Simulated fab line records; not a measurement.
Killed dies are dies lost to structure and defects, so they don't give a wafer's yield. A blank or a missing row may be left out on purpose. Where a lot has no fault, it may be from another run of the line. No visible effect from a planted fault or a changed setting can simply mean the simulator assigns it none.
Shared-tool check + flow nand_harc + Lots sampled 2, wafers sampled 6

REASON FOR OPENING
Flagged at NHARC_END_SORT_01: reading killed_at_periphery, on 2 of 2 lots. No-fault wafers: 4, standard deviation 3.2.
Rule: flag the lot when none of its wafers has a number, or when each of its wafers that has one lies beyond 4 standard deviations from that mean. As for the other lots, they are considered sound.

| lot  | measured     | on        | killed_at_periphery, wafer by wafer | flag    |
|------|--------------|-----------|-------------------------------------|---------|
| L691 | day 30 10:44 | prober-02 | 623 628 638                         | FLAGGED |
| L690 | day 30 20:04 | prober-02 | 610 605 615                         | FLAGGED |
Flagged lots average 620: +616 relative to the usual, that is +99 or more standard deviations.

WHICH TOOL EACH LOT WENT THROUGH
2 process steps preceding the reading are held in the record, out of 1302 steps in the route. Read each cell as the tool, then ch plus the chambers that the sampled wafers visited, then the start.
| lot  | flag    | NHARC_P_ZERO_WELL_DESCUM_54       | NHARC_P_ZERO_WELL_IMPLANT_55 |
|------|---------|-----------------------------------|------------------------------|
| L691 | FLAGGED | rie_diel-12 ch 0,1,2, day 9 03:48 | implanter-02, day 9 03:59    |
| L690 | FLAGGED | rie_diel-12 ch 0,1,2, day 8 19:52 | implanter-02, day 8 20:01    |
These steps, and what they do:
- NHARC_P_ZERO_WELL_DESCUM_54: chemistry O2, time 3 s.
- NHARC_P_ZERO_WELL_IMPLANT_55
- NHARC_END_SORT_01

FLAGGED OVER TOTAL, TOOL BY TOOL (the gauges that took the reading come last)
| step                         | tool         | lots run | flagged | share of the flagged lots | sound lots run after its first flagged lot |
|------------------------------|--------------|----------|---------|---------------------------|--------------------------------------------|
| NHARC_P_ZERO_WELL_DESCUM_54  | rie_diel-12  | 2        | 2       | all                       | 0                                          |
| NHARC_P_ZERO_WELL_IMPLANT_55 | implanter-02 | 2        | 2       | all                       | 0                                          |
| NHARC_END_SORT_01            | prober-02    | 2        | 2       | all                       | 0                                          |

WHAT THE TABLE PERMITS
In the table, 3 rows ran each flagged lot (rie_diel-12 at NHARC_P_ZERO_WELL_DESCUM_54; implanter-02 at NHARC_P_ZERO_WELL_IMPLANT_55; prober-02 at NHARC_END_SORT_01).
- rie_diel-12 at NHARC_P_ZERO_WELL_DESCUM_54: 2 of its 2 lots flagged. It ran no sound lot before its first flagged lot in this sample, so the start can't be narrowed down.
- implanter-02 at NHARC_P_ZERO_WELL_IMPLANT_55: 2 of its 2 lots flagged. It ran no sound lot before its first flagged lot in this sample, so the start can't be narrowed down.
- prober-02 at NHARC_END_SORT_01: 2 of its 2 lots flagged. It ran no sound lot before its first flagged lot in this sample, so the start can't be narrowed down.
These 3 tools cannot be told apart by counting lots, since each of them fits a fault that started at some hour. More lots, or a look at what each step does to the wafer, might.

WHAT THE SIMULATOR HAD PUT IN
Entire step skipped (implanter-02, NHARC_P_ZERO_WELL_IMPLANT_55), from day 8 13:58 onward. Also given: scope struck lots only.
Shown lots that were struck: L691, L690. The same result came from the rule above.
